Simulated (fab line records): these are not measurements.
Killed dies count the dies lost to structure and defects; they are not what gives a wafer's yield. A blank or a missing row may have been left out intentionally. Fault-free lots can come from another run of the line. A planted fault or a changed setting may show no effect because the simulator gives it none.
fab line records | flow nand-harc
record lots=6 wafers=18 last-day=30
route steps=1302 shown A_ONON_D1@447 A_CHANNEL_HOLE_D1@450
lots untouched by any fault: they come from a run of this same line in which no faults occurred
start-h: hours from the record's first day to the start of the lot's first wafer shown | wait-h: hours elapsed since this lot's preceding step | " same as the row above | L1.1+2: a row that stands for several wafers | - value missing, or start not given | * or withheld: withheld | < > ~ a bound
route shown NAME@n: a module of which the file shows steps, and the number in the route of the first | usual: mean and standard deviation over wafers with no fault | same: alike in all rows | chamber/n: place in a boat | sites: each site's reading | _std_site: standard deviation of those values | _edge_site: mean of outer sites minus mean of inner sites | radius-mm: for every site, how far away it sits from the centre of the wafer | mask NAME#n: copy n | behind: tool/chamber where the wafer was last shaped | hold: reason for holding the lot/hours on hold/outcome of the hold | device: the transistor (n, p or np) that didn't switch | end of line: tests of these same wafers at the route's end | where a step has no rows: the recipe by itself | killed: not the wafer's yield, but the dies lost to structure and defects at the first sort | map: a wafer's dies, x killed, . not, _ none there
set.NAME: the setting that was run; set.NAME@STEP: the one run at that earlier step | model.NAME: the simulator's own value behind a step, which no gauge read
lots seen at some steps along the route; tables by step, rows by wafer
services: the hour from which a tool's chamber was out of use, counted from the record's first day as start-h (under 0 if before that day), plus the number of hours and why
## steps
# step NHARC_A_ONON_D1_THK_MEAS_34
# recipe thk-meas-gauge=ellipsometry
# usual thk-nm=200.3/2.7
# columns lot.wafer tool chamber start-h wait-h thk-nm
L937.2 film-metro-01 - 182.74 - 197.6
L937.3 " - " " 199.7
L937.4 " - " " 199.1
L940.2 film-metro-02 - 210.27 - 196.7
L940.4 " - " " 201.4
L940.6 " - " " 198.1
L942.1 film-metro-02 - 239.77 - 201.0
L942.2 " - " " 200.7
L942.3 " - " " 194.6
L948.2 film-metro-02 - 292.46 - 198.6
L948.3 " - " " 196.6
L948.5 " - " " 202.5
L953.2 film-metro-02 - 336.86 - 199.2
L953.5 " - " " 204.3
L953.6 " - " " 197.5
L952.2 film-metro-01 - 336.88 - 198.3
L952.4 " - " " 203.8
L952.5 " - " " 207.0
# step NHARC_A_ONON_D1_INSPECT_32
# usual raw-defect-count=73/28
# columns lot.wafer tool chamber start-h wait-h raw-defect-count
L937.2 defect-inspect-02 - 182.81 0.0 110
L937.3 " - " " 94
L937.4 " - " " 69
L940.2 defect-inspect-01 - 210.35 0.0 55
L940.4 " - " " 86
L940.6 " - " " 217
L942.1 defect-inspect-02 - 239.83 0.0 121
L942.2 " - " " 100
L942.3 " - " " 71
L948.2 defect-inspect-02 - 292.55 0.0 54
L948.3 " - " " 32
L948.5 " - " " 33
L953.2 defect-inspect-01 - 336.92 0.0 87
L953.5 " - " " 68
L953.6 " - " " 79
L952.2 defect-inspect-02 - 336.94 0.0 70
L952.4 " - " " 90
L952.5 " - " " 72
# step NHARC_A_CHANNEL_HOLE_D1_DEP_00
# recipe target-thk-a=31000 temp-c=400 material=aC
# usual throttle-valve-pct=35.000/0.0096
# columns lot.wafer tool chamber start-h wait-h throttle-valve-pct
L937.2 acl-dep-02 0 183.25 0.4 35.007
L937.3 " 0 " " 34.997
L937.4 " 0 " " 34.986
L940.2 acl-dep-01 0 210.74 0.4 34.995
L940.4 " 0 " " 34.987
L940.6 " 0 " " 35.007
L942.1 acl-dep-02 0 239.90 0.1 35.016
L942.2 " 0 " " 34.991
L942.3 " 0 " " 34.993
L948.2 acl-dep-02 0 293.29 0.7 34.990
L948.3 " 0 " " 34.985
L948.5 " 0 " " 34.993
L953.2 acl-dep-02 0 337.37 0.4 35.006
L953.5 " 0 " " 35.019
L953.6 " 0 " " 35.000
L952.2 acl-dep-03 0 337.71 0.8 35.007
L952.4 " 0 " " 35.004
L952.5 " 0 " " 34.995
# step NHARC_A_CHANNEL_HOLE_D1_DEP_01
# recipe target-thk-a=1400 target-thk-nm=140 temp-c=400 pressure-torr=3.5 flow-sccm=200 rf-w=350 material=SiON
# usual heater-power-w=720/110
# columns lot.wafer tool chamber start-h wait-h heater-power-w
L937.3 pecvd-02 0 184.85 1.0 639
L937.2 " 1 " " 907
L937.4 " 0 " " 665
L940.2 pecvd-02 2 212.38 1.3 725
L940.6 " 1 " " 845
L940.4 " 2 " " 753
L942.2 pecvd-02 2 241.84 1.3 670
L942.1 " 0 " " 555
L942.3 " 1 " " 860
L948.2 pecvd-02 2 294.90 1.3 705
L948.3 " 0 " " 650
L948.5 " 1 " " 724
L953.2 pecvd-01 0 338.98 1.3 978
L953.6 " 0 " " 964
L953.5 " 1 " " 702
L952.2 pecvd-02 2 339.36 1.3 679
L952.4 " 2 " " 683
L952.5 " 0 " " 621
# step NHARC_A_CHANNEL_HOLE_D1_DEHYDRATE_02
# recipe temp-c=150 time-s=120
# step NHARC_A_CHANNEL_HOLE_D1_HMDS_03
# recipe time-s=30
# step NHARC_A_CHANNEL_HOLE_D1_COAT_36
# recipe temp-c=260 time-s=75
# step NHARC_A_CHANNEL_HOLE_D1_COAT_37
# recipe temp-c=225 time-s=65
# step NHARC_A_CHANNEL_HOLE_D1_COAT_04
# recipe spin-rpm=1500 resist-thk-nm=90
# step NHARC_A_CHANNEL_HOLE_D1_SOFTBAKE_05
# recipe temp-c=105 time-s=55
# step NHARC_A_CHANNEL_HOLE_D1_EBR_06
# step NHARC_A_CHANNEL_HOLE_D1_EXPOSE_07
# recipe na=1.35 target-cd-nm=100 sigma-outer=0.3 dose-mj=59.65 mask-id=HOLE_D1
# columns lot.wafer tool chamber start-h wait-h mask
L937.2+3+4 arfi-scanner-02 0 185.32 - HOLE_D1#0
L940.2+4+6 arfi-scanner-02 0 212.81 - HOLE_D1#0
L942.1+2+3 arfi-scanner-02 0 242.42 - HOLE_D1#0
L948.2+3+5 arfi-scanner-03 0 295.49 - HOLE_D1#0
L953.2+5+6 arfi-scanner-03 0 339.57 - HOLE_D1#0
L952.2+4+5 arfi-scanner-02 0 339.97 - HOLE_D1#0
# step NHARC_A_CHANNEL_HOLE_D1_PEB_08
# recipe peb-temp-c=100 peb-time-s=65
# step NHARC_A_CHANNEL_HOLE_D1_DEVELOP_09
# recipe develop-time-s=35 dev-temp-c=23
# step NHARC_A_CHANNEL_HOLE_D1_CD_MEAS_10
# recipe target-cd-nm=100 landing-energy-ev=500
# usual cd-nm=100.0/0.52
# columns lot.wafer tool chamber start-h wait-h cd-nm
L937.2 cd-sem-03 0 185.45 - 100.6
L937.3 " 0 " " 99.9
L937.4 " 0 " " 100.5
L940.2 cd-sem-03 0 212.95 - 101.5
L940.4 " 0 " " 99.8
L940.6 " 0 " " 101.3
L942.1 cd-sem-01 0 242.56 - 101.7
L942.2 " 0 " " 102.4
L942.3 " 0 " " 100.5
L948.2 cd-sem-03 0 295.62 - 99.6
L948.3 " 0 " " 100.0
L948.5 " 0 " " 99.8
L953.2 cd-sem-01 0 339.70 - 99.6
L953.5 " 0 " " 99.5
L953.6 " 0 " " 99.2
L952.2 cd-sem-01 0 340.10 - 100.0
L952.4 " 0 " " 99.8
L952.5 " 0 " " 100.1
# step NHARC_A_CHANNEL_HOLE_D1_OVL_MEAS_11
# usual overlay-x-nm=0.1/0.78 overlay-y-nm=-0.3/0.65
# columns lot.wafer tool chamber start-h wait-h overlay-x-nm overlay-y-nm
L937.2 overlay-01 - 185.54 - 0.0 -0.2
L937.3 " - " " 0.3 0.2
L937.4 " - " " 0.3 0.1
L940.2 overlay-01 - 213.04 - 0.7 0.3
L940.4 " - " " 0.5 0.4
L940.6 " - " " 1.0 0.5
L942.1 overlay-02 - 242.65 - -0.1 -0.8
L942.2 " - " " -0.7 -1.0
L942.3 " - " " -0.3 -1.1
L948.2 overlay-01 - 295.71 - 1.0 0.1
L948.3 " - " " 1.7 0.7
L948.5 " - " " 1.9 -0.1
L953.2 overlay-02 - 339.79 - 1.2 -0.5
L953.5 " - " " 1.2 -1.2
L953.6 " - " " 1.2 -0.7
L952.2 overlay-02 - 340.19 - -0.7 -1.0
L952.4 " - " " -1.2 -1.3
L952.5 " - " " -0.7 -1.3
# step NHARC_A_CHANNEL_HOLE_D1_INSPECT_12
# usual raw-defect-count=6/3.1
# columns lot.wafer tool chamber start-h wait-h raw-defect-count
L937.2 defect-inspect-01 - 185.58 0.0 10
L937.3 " - " " 5
L937.4 " - " " 5
L940.2 defect-inspect-02 - 213.07 0.0 5
L940.4 " - " " 8
L940.6 " - " " 13
L942.1 defect-inspect-01 - 242.69 0.0 9
L942.2 " - " " 9
L942.3 " - " " 3
L948.2 defect-inspect-01 - 295.75 0.0 7
L948.3 " - " " 4
L948.5 " - " " 5
L953.2 defect-inspect-02 - 339.82 0.0 5
L953.5 " - " " 5
L953.6 " - " " 10
L952.2 defect-inspect-02 - 340.23 0.0 5
L952.4 " - " " 8
L952.5 " - " " 8
# step NHARC_A_CHANNEL_HOLE_D1_DESCUM_15
# recipe time-s=3 o2-flow-sccm=200 ar-flow-sccm=0 bias-power-w=0 chemistry=O2
# usual drypump-motor-current-A=5.9/0.41 oes-product-au=0.995/0.0098 rf-vpp-V=57.8/0.85 showerhead-plenum-p-Torr=1.88/0.088 throttle-valve-pct=11.310/0.0088
# columns lot.wafer tool chamber start-h wait-h drypump-motor-current-A oes-product-au rf-hours-counter-h rf-vpp-V showerhead-plenum-p-Torr throttle-valve-pct model.A_CHANNEL_HOLE_D1.cd-nm
L937.4 rie-diel-08 3 185.64 0.1 6.4 1.015 12 57.8 2.06 11.305 100.8
L937.2 " 0 " " 5.5 1.005 13 57.5 1.79 11.315 100.9
L937.3 " 2 " " 5.6 1.006 12 57.9 1.90 11.305 100.3
L940.2 rie-diel-08 2 213.15 0.1 5.6 0.987 1 58.6 1.90 11.321 101.4
L940.4 " 3 " " 6.3 0.993 2 58.5 2.06 11.302 100.2
L940.6 " 0 " " 5.5 0.985 - 57.6 1.79 11.310 101.6
L942.2 rie-diel-08 2 242.75 0.1 5.6 1.003 4 56.7 1.90 11.315 102.2
L942.1 " 3 " " 6.4 0.985 3 58.8 2.05 11.309 101.5
L942.3 " 1 " " 6.2 0.999 4 57.2 1.84 11.312 100.1
L948.3 rie-diel-08 3 295.81 0.1 6.4 0.998 8 59.3 2.05 11.304 100.3
L948.2 " 0 " " 5.5 0.995 9 56.8 1.79 11.319 100.2
L948.5 " 2 " " 5.6 0.980 - 57.6 1.90 11.304 100.2
L953.2 rie-diel-08 2 339.91 0.1 5.6 0.999 11 57.0 1.90 11.290 99.83
L953.5 " 0 " " 5.5 1.000 - 56.7 1.79 11.300 99.61
L953.6 " 1 " " 6.2 0.991 - 59.0 1.84 11.311 98.6
L952.4 rie-diel-05 1 340.29 0.1 5.3 1.006 29 57.9 1.83 11.313 101
L952.2 " 2 " " 6.2 0.991 31 58.0 1.95 11.313 99.86
L952.5 " 2 " " 6.2 0.998 - 58.1 1.95 11.316 99.54
# step NHARC_A_CHANNEL_HOLE_D1_ETCH_38
# recipe target-depth-a=390 over-etch-frac=0.3 time-s=65 ion-energy-ev=80 cf4-flow-sccm=150 ar-flow-sccm=0 rf-w=300 bias-w=100 chemistry=CF4
# usual drypump-motor-current-A=5.9/0.42 oes-product-au=0.996/0.0088 rf-vpp-V=150.9/1.3 showerhead-plenum-p-Torr=1.74/0.076 throttle-valve-pct=13.284/0.0097
# columns lot.wafer tool chamber start-h wait-h drypump-motor-current-A oes-product-au rf-hours-counter-h rf-vpp-V showerhead-plenum-p-Torr throttle-valve-pct
L937.4 rie-diel-08 1 185.73 0.1 6.2 1.013 13 149.0 1.71 13.277
L937.2 " 2 " " 5.6 1.018 12 150.4 1.76 13.287
L937.3 " 0 " " 5.5 1.009 13 148.5 1.66 13.287
L940.2 rie-diel-08 3 213.22 0.1 6.3 0.974 2 152.5 1.89 13.294
L940.4 " 0 " " 5.5 0.992 2 150.5 1.66 13.291
L940.6 " 2 " " 5.6 0.993 - 150.0 1.76 13.284
L942.1 rie-diel-08 3 242.84 0.1 6.4 0.991 3 153.0 1.89 13.282
L942.3 " 1 " " 6.2 1.008 4 151.6 1.71 13.271
L942.2 " 2 " " 5.6 0.992 4 149.2 1.76 13.284
L948.2 rie-diel-08 3 295.90 0.1 6.3 0.991 8 152.4 1.89 13.295
L948.3 " 1 " " 6.2 0.997 9 150.6 1.71 13.286
L948.5 " 3 " " 6.3 0.986 - 153.2 1.89 13.297
L953.2 rie-diel-08 1 340.02 0.1 6.2 0.986 14 150.8 1.71 13.291
L953.5 " 1 " " 6.2 0.991 - 150.7 1.71 13.293
L953.6 " 2 " " 5.6 1.006 - 151.1 1.75 13.283
L952.2 rie-diel-05 0 340.37 0.1 6.7 1.013 29 148.5 1.67 13.269
L952.4 " 2 " " 6.2 0.996 31 152.6 1.80 13.260
L952.5 " 0 " " 6.7 0.997 - 150.3 1.67 13.282
# step NHARC_A_CHANNEL_HOLE_D1_ETCH_39
# recipe target-depth-a=2600 over-etch-frac=0.3 time-s=325 ion-energy-ev=200 n2-flow-sccm=150 h2-flow-sccm=150 ar-flow-sccm=0 rf-w=400 bias-w=150 chemistry=N2/H2
# step NHARC_A_CHANNEL_HOLE_D1_ETCH_34
# recipe target-depth-a=1540 time-s=77 cf4-flow-sccm=100 chf3-flow-sccm=30 ar-flow-sccm=0 rf-w=500 bias-w=200 chemistry=CF4/CHF3
# step NHARC_A_CHANNEL_HOLE_D1_ETCH_16
# recipe target-depth-a=31000 over-etch-frac=0.3 time-s=806 ion-energy-ev=150 o2-flow-sccm=400 cos-flow-sccm=20 ar-flow-sccm=0 rf-w=500 bias-w=300 chemistry=O2/COS
# usual drypump-motor-current-A=5.9/0.41 oes-product-au=0.995/0.0093 rf-vpp-V=313.2/2.1 showerhead-plenum-p-Torr=3.06/0.13 throttle-valve-pct=28.331/0.0097
# columns lot.wafer tool chamber start-h wait-h drypump-motor-current-A oes-product-au rf-hours-counter-h rf-vpp-V showerhead-plenum-p-Torr throttle-valve-pct
L937.3 rie-diel-08 1 - - 6.2 1.013 14 312.5 3.02 28.315
L937.4 " 2 " " 5.6 0.997 12 313.9 3.10 28.328
L937.2 " 3 " " 6.3 1.016 13 316.4 3.34 28.326
L940.2 rie-diel-08 3 - - 6.3 0.983 2 316.1 3.34 28.315
L940.4 " 0 " " 5.5 0.982 2 312.6 2.93 28.333
L940.6 " 2 " " 5.5 0.978 - 314.6 3.10 28.328
L942.2 rie-diel-08 3 - - 6.3 0.985 4 318.6 3.34 28.340
L942.1 " 0 " " 5.5 0.996 4 312.1 2.93 28.337
L942.3 " 2 " " 5.6 0.995 4 313.8 3.10 28.348
L948.3 rie-diel-08 0 - - 5.5 0.990 9 309.2 2.93 28.318
L948.2 " 1 " " 6.2 0.982 9 312.8 3.01 28.330
L948.5 " 0 " " 5.5 0.989 - 311.8 2.93 28.318
L953.2 rie-diel-08 0 - - 5.5 1.006 15 312.1 2.93 28.326
L953.5 " 2 " " 5.6 0.989 - 314.1 3.09 28.318
L953.6 " 0 " " 5.5 0.990 - 309.3 2.93 28.334
L952.4 rie-diel-05 2 - - 6.2 0.983 31 313.8 3.18 28.338
L952.2 " 3 " " 5.8 0.987 30 312.8 2.96 28.322
L952.5 " 2 " " 6.2 0.995 - 315.0 3.18 28.332
# step NHARC_A_CHANNEL_HOLE_D1_CD_MEAS_18
# usual cd-nm=99.6/2
# columns lot.wafer tool chamber start-h wait-h cd-nm
L937.2 cd-sem-02 - 187.04 - 99.5
L937.3 " - " " 97.4
L937.4 " - " " 96.4
L940.2 cd-sem-01 - 214.24 - 102.9
L940.4 " - " " 100.8
L940.6 " - " " 99.9
L942.1 cd-sem-03 - 243.85 - 102.7
L942.2 " - " " 104.5
L942.3 " - " " 102.5
L948.2 cd-sem-01 - 296.91 - 100.4
L948.3 " - " " 101.6
L948.5 " - " " 100.8
L953.2 cd-sem-03 - 341.25 - 98.7
L953.5 " - " " 99.7
L953.6 " - " " 97.8
L952.2 cd-sem-01 - 341.40 - 94.0
L952.4 " - " " 101.0
L952.5 " - " " 100.4
# step NHARC_A_CHANNEL_HOLE_D1_ETCH_19
# recipe bias-v=1200 source-w=2500 pressure-mtorr=15 time-s=34.5 ar-flow-sccm=375 c4f8-flow-sccm=28.8 o2-flow-sccm=96.2 temp-c=-20 target-depth-a=* chemistry=C4F8/O2/Ar
# step NHARC_A_CHANNEL_HOLE_D1_ETCH_20
# recipe bias-v=3000 source-w=withheld pressure-mtorr=20 time-s=361.9 ar-flow-sccm=375 c4f8-flow-sccm=89.3 o2-flow-sccm=35.7 temp-c=-20 target-depth-a=16000 chemistry=C4F8/O2/Ar
# step NHARC_A_CHANNEL_HOLE_D1_ETCH_21
# recipe bias-v=3000 source-w=withheld pressure-mtorr=20 time-s=514.3 ar-flow-sccm=375 c4f8-flow-sccm=89.3 o2-flow-sccm=35.7 temp-c=-20 target-depth-a=16000 chemistry=C4F8/O2/Ar
# step NHARC_A_CHANNEL_HOLE_D1_ETCH_22
# recipe bias-v=3000 source-w=withheld pressure-mtorr=20 time-s=666.7 ar-flow-sccm=375 c4f8-flow-sccm=89.3 o2-flow-sccm=35.7 temp-c=-20 target-depth-a=16000 chemistry=C4F8/O2/Ar
# step NHARC_A_CHANNEL_HOLE_D1_ETCH_23
# recipe bias-v=5000 source-w=withheld pressure-mtorr=20 time-s=819 ar-flow-sccm=375 c4f8-flow-sccm=89.3 o2-flow-sccm=35.7 temp-c=-20 target-depth-a=16000 chemistry=C4F8/O2/Ar
# step NHARC_A_CHANNEL_HOLE_D1_ETCH_24
# recipe bias-v=5000 source-w=withheld pressure-mtorr=20 time-s=906.2 ar-flow-sccm=375 c4f8-flow-sccm=93.8 o2-flow-sccm=31.2 temp-c=-20 target-depth-a=15000 chemistry=C4F8/O2/Ar
# step NHARC_A_CHANNEL_HOLE_D1_ETCH_25
# recipe bias-v=5000 source-w=withheld pressure-mtorr=20 time-s=1040.2 ar-flow-sccm=375 c4f8-flow-sccm=93.8 o2-flow-sccm=31.2 temp-c=-20 target-depth-a=15000 chemistry=C4F8/O2/Ar
# usual drypump-motor-current-A=5.3/0.47 oes-air-line-au=1.000/0.02 showerhead-plenum-p-Torr=3.69/0.066 temp-c=-20.00/0.11 throttle-valve-pct=32.236/0.0093
# columns lot.wafer tool chamber start-h wait-h drypump-motor-current-A oes-air-line-au rf-hours-counter-h showerhead-plenum-p-Torr temp-c throttle-valve-pct
L937.2 har-etch-02 1 190.16 0.7 5.1 1.020 294 3.76 -19.87 32.228
L937.3 " 0 " " 4.8 1.017 - 3.66 -19.98 32.244
L937.4 " 1 " " 5.1 0.991 - 3.76 -19.95 32.247
L940.2 har-etch-02 1 217.20 0.6 5.1 0.994 313 3.75 -19.93 32.238
L940.4 " 1 " " 5.2 1.005 - 3.75 -20.01 32.251
L940.6 " 0 " " 4.8 0.990 - 3.65 -20.01 32.233
L942.1 har-etch-01 1 246.83 0.6 6.1 0.982 121 3.68 -19.95 32.233
L942.2 " 0 " " 5.7 1.005 121 3.71 -19.97 32.239
L942.3 " 1 " " 6.1 1.014 - 3.68 -19.88 32.245
L948.2 har-etch-02 1 300.53 0.6 5.1 1.025 362 3.72 -20.09 32.243
L948.3 " 1 " " 5.2 1.053 - 3.73 -20.10 32.240
L948.5 " 0 " " 4.8 0.994 - 3.62 -19.90 32.227
L952.2 har-etch-01 1 344.38 0.6 6.1 0.970 179 3.65 -19.96 32.233
L952.4 " 1 " " 6.1 1.012 - 3.65 -20.04 32.235
L952.5 " 0 " " 5.7 0.997 - 3.68 -19.98 32.236
L953.2 har-etch-02 1 344.39 0.7 5.2 1.006 381 3.71 -20.10 32.238
L953.5 " 0 " " 4.8 1.005 - 3.61 -19.99 32.248
L953.6 " 1 " " 5.2 1.000 - 3.71 -19.94 32.239
# step NHARC_A_CHANNEL_HOLE_D1_ETCH_26
# recipe bias-v=300 source-w=2000 pressure-mtorr=30 time-s=224.1 ar-flow-sccm=375 c4f8-flow-sccm=11.4 o2-flow-sccm=113.6 temp-c=-20 target-depth-a=3000 chemistry=C4F8/O2/Ar
# step NHARC_A_CHANNEL_HOLE_D1_ETCH_33
# recipe bias-v=400 source-w=2000 pressure-mtorr=25 time-s=90 ar-flow-sccm=375 c4f8-flow-sccm=41.7 o2-flow-sccm=83.3 temp-c=-20 target-depth-a=4000 chemistry=C4F8/O2/Ar
# step NHARC_A_CHANNEL_HOLE_D1_STRIP_41
# recipe n2-flow-sccm=150 h2-flow-sccm=150 ar-flow-sccm=0 bias-w=0 chemistry=N2/H2
# step NHARC_A_CHANNEL_HOLE_D1_STRIP_42
# recipe cf4-flow-sccm=100 chf3-flow-sccm=30 ar-flow-sccm=0 bias-w=0 chemistry=CF4/CHF3
# step NHARC_A_CHANNEL_HOLE_D1_STRIP_43
# recipe o2-flow-sccm=400 cos-flow-sccm=20 ar-flow-sccm=0 bias-w=0 chemistry=O2/COS
# step NHARC_A_CHANNEL_HOLE_D1_ETCH_44
# recipe target-depth-a=1400 overetch-a=140 time-s=77 ion-energy-ev=100 cf4-flow-sccm=80 o2-flow-sccm=20 ar-flow-sccm=0 rf-w=300 bias-w=100 chemistry=CF4/O2
# usual drypump-motor-current-A=5.9/0.42 oes-product-au=0.995/0.0092 rf-vpp-V=197.2/1.4 showerhead-plenum-p-Torr=1.31/0.056 throttle-valve-pct=13.398/0.0091
# columns lot.wafer tool chamber start-h wait-h drypump-motor-current-A oes-product-au rf-hours-counter-h rf-vpp-V showerhead-plenum-p-Torr throttle-valve-pct model.A_CHANNEL_HOLE_D1.cd-nm
L937.3 rie-diel-04 3 191.86 0.1 5.6 0.990 0 196.9 1.26 13.390 88.93
L937.2 " 0 " " 6.6 0.993 0 200.1 1.37 13.399 89.5
L937.4 " 1 " " 5.6 0.985 1 198.8 1.36 13.409 91.05
L940.4 rie-diel-08 2 219.03 0.1 5.6 0.988 2 197.2 1.32 13.411 90.92
L940.2 " 0 " " 5.5 0.997 2 196.2 1.25 13.394 93.25
L940.6 " 2 " " 5.6 0.996 - 197.7 1.33 13.396 92.85
L942.3 rie-diel-04 3 248.67 0.1 5.6 0.995 21 196.3 1.25 13.390 90.92
L942.2 " 0 " " 6.6 1.008 18 197.9 1.37 13.395 93.33
L942.1 " 1 " " 5.6 0.987 12 197.2 1.36 13.405 92.12
L948.3 rie-diel-08 2 302.37 0.0 5.6 0.987 9 198.5 1.32 13.395 90.19
L948.2 " 0 " " 5.5 0.993 10 195.3 1.25 13.390 90.94
L948.5 " 3 " " 6.3 0.988 - 198.0 1.43 13.382 91.85
L953.2 rie-diel-08 1 346.15 0.1 6.2 0.984 15 196.8 1.29 13.399 89.74
L953.6 " 0 " " 5.5 0.990 - 195.9 1.25 13.414 88.87
L953.5 " 1 " " 6.2 0.982 - 196.6 1.29 13.392 90.21
L952.2 rie-diel-08 0 347.17 1.0 5.5 0.987 16 194.6 1.25 13.391 90.83
L952.4 " 1 " " 6.1 0.991 - 195.9 1.28 13.392 90.1
L952.5 " 2 " " 5.6 1.002 - 197.7 1.32 13.397 88.62
# step NHARC_A_CHANNEL_HOLE_D1_STRIP_27
# recipe o2-flow-sccm=500 ar-flow-sccm=0 bias-w=0 chemistry=O2
## services
# columns tool chamber start-h hours kind
pecvd-02 0 172.39 6.7 repair
rie-diel-05 0 174.01 4.1 repair
rie-diel-04 - 180.72 9.0 pm
rie-diel-05 0 185.82 1.2 repair
acl-dep-01 - 190.09 13.0 pm
rie-diel-08 - 190.80 9.0 pm
arfi-scanner-03 - 197.76 4.0 pm
rie-diel-04 1 213.66 2.2 repair
pecvd-02 - 227.49 13.0 pm
rie-diel-05 - 229.66 9.0 pm
arfi-scanner-03 - 232.41 0.8 repair
rie-diel-08 - 235.63 0.2 repair
arfi-scanner-02 - 240.17 0.5 repair
acl-dep-02 - 247.96 13.0 pm
rie-diel-05 3 264.60 8.2 repair
rie-diel-08 - 267.18 4.9 repair
rie-diel-08 1 282.07 4.5 repair
rie-diel-05 - 296.14 1.3 repair
acl-dep-03 - 298.51 13.0 pm
arfi-scanner-02 - 312.00 4.0 pm
rie-diel-05 - 313.51 12.1 repair
rie-diel-08 2 317.57 15.8 repair
rie-diel-08 3 318.71 36.2 repair
arfi-scanner-03 - 326.23 0.5 repair
## key
first-sign step=NHARC_A_CHANNEL_HOLE_D1_CD_MEAS_10 reading=cd-nm direction=up sigmas=3.3 usual=100.0 struck=101.7
effect none on later readings
model-effect step=NHARC_A_CHANNEL_HOLE_D1_DESCUM_15 value=A_CHANNEL_HOLE_D1.cd-nm without=99.97 struck=101.7
model-effect step=NHARC_A_CHANNEL_HOLE_D1_ETCH_44 value=A_CHANNEL_HOLE_D1.cd-nm without=91.19 struck=92.89
met-at NHARC_A_CHANNEL_HOLE_D1_EXPOSE_07
struck-wafers L940.2,L940.6,L942.1,L942.2
tester-left-out L940,L942
onset-between 185.32 212.81
fault kind=process-parameter-drift tool=arfi-scanner-02 chamber=- onset-h=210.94 steps=NHARC_A_CHANNEL_HOLE_D1_EXPOSE_07 channel=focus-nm offset=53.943 shape=step end-h=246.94 scope=struck-wafers-only
# tester-left-out: of these lots the tester's yield and bins aren't shown, on N5 and GAA mostly nor the transistor test; their killed dies are dies lost to structure and defects alone, not to doping, threshold or leakage, so they don't give the yield
